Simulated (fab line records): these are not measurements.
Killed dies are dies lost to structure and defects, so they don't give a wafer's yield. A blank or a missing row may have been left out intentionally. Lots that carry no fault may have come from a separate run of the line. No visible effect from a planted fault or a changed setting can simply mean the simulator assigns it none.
Problem report in the 8D (eight disciplines) form, filled by code | flow n5Finfet | the parts of the form that need people (team, actions taken, sign-off) are left out

## 1. THE ISSUE
At N5_BEOL_M7_ETCH_66, runLengthS averages 166.3 s over 6 wafers from 2 lots, while fault-free wafers read 143.2 s, standard deviation 0.48. That puts it +48 standard deviations away from the usual mean.
The step: etches SOC in N2/H2, target depth 80 nm, overetch 16 nm, time 120 s.
First seen on wafer L698.1, day 13 15:06, on rieDiel-06. Wafers with a number at this step in the record: 33, from 11 lots. The rule behind "out" and "out of limits": a value lying over 4 standard deviations away from the usual mean. Any other wafer with a number is counted as sound.

## 2. WHAT IT IS, WHAT IT ISN'T
question                    | is                     | is not
which readings at this step | runLengthS             | drypumpMotorCurrentA, n2FlowSccm, oesProductAu, rfVppV, showerheadPlenumPTorr, throttleValvePct
which lots                  | L698, L699             | L681, L683, L685, L686, L688, L689, L691, L694, L702
which wafers of those lots  | all that have a number | -
read on which tools         | rieDiel-06             | rieDiel-02, rieDiel-04
when                        | from day 13 15:06      | up to then (24 sound wafers); but 3 sound wafers of L702 came after

## 3. THE SUSPECTS, EACH WITH WHAT RULES IT OUT
Counting: a tool at any process step up to the reading remains a suspect when it ran all the lots that are out and ran no sound lot after the first of those.
- rieDiel-06 at N5_BEOL_M7_ETCH_66 (etches SOC in N2/H2, target depth 80 nm, overetch 16 nm, time 120 s): kept. Every lot that is out went through it, starting with L698 (day 13 15:06), and after that it ran no sound lot; the last sound lot it ran before then is L689 (day 12 01:33). Its own runLengthS readings are out on those wafers.
Remaining after the count: rieDiel-06 at N5_BEOL_M7_ETCH_66.

## 4. THE CAUSE (what the simulator had put in)
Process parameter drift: rieDiel-06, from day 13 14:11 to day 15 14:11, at N5_BEOL_M7_ETCH_66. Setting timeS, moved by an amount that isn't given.
The count eliminated every tool but this one.

## 5. THE EFFECT CHAIN, in route order
Each row: a reading whose mean over the struck wafers that have a number lies more than 3 standard deviations from the usual. Only readings whose record carries a usual standard deviation are examined. hours: median over the lots of the time between each lot's start at the first step of this table that gives one and its start at this step. sigmas: the change, counted in usual standard deviations.
hours | step               | reading    | usual   | on struck wafers | change | sigmas
0     | N5_BEOL_M7_ETCH_66 | runLengthS | 143.2 s | 166.3            | +23.1  | +48
Its process steps:
- N5_BEOL_M7_ETCH_66: etches SOC in N2/H2, target depth 80 nm, overetch 16 nm, time 120 s.

## 6. HOW IT WOULD HAVE BEEN CAUGHT EARLIER
In this record the first reading out of limits was taken at day 13 15:06, 1 hour after the fault began at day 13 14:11.
